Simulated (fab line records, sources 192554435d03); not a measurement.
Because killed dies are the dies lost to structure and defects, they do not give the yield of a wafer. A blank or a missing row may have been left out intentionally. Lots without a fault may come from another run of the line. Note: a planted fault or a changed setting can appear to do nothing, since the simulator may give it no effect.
Chamber matching | flow n5 finfet | rie diel-03 running N5_BEOL_M8_STRIP_67: 4 sister chambers
The step strips in CF4. 4 wafers are shown with their chamber, then 8 later ones without.

== WAFERS WITH THEIR CHAMBER ==
wafer  | chamber | showerhead plenum p Torr (Torr)
L087.1 | 2       | 1.64
L087.5 | 1       | 1.82
L089.6 | 0       | 1.76
L090.1 | 3       | 1.86

== WAFERS WITHOUT THEIR CHAMBER ==
wafer  | showerhead plenum p Torr (Torr)
L090.2 | 1.82
L090.5 | 1.86
L095.2 | 1.76
L095.3 | 1.81
L095.5 | 1.64
L096.1 | 1.64
L096.2 | 1.76
L096.4 | 1.86

== THE CHAMBER EACH PASSED THROUGH ==
wafer  | from the rows above | in truth
L090.2 | 1                   | 1
L090.5 | 3                   | 3
L095.2 | 0                   | 0
L095.3 | 1                   | 1
L095.5 | 2                   | 2
L096.1 | 2                   | 2
L096.2 | 0                   | 0
L096.4 | 3                   | 3
Correctly placed: 8 of 8. Not placeable from these rows: 0. 0 placed wrongly.
How it was worked out, from the rows above alone: a wafer's distance from a chamber is the root of the sum, over the readings, of the square of ((its reading less the chamber's mean) divided by the reading's scatter). The wafer belongs to the nearest chamber; if the next one is less than 2 further off, it can't be placed. For every chamber, the mean is computed from those of its wafers that are shown. The scatter: with one shown wafer a chamber, the root of the mean of the squares of how far each hidden wafer lies from its nearest shown one.
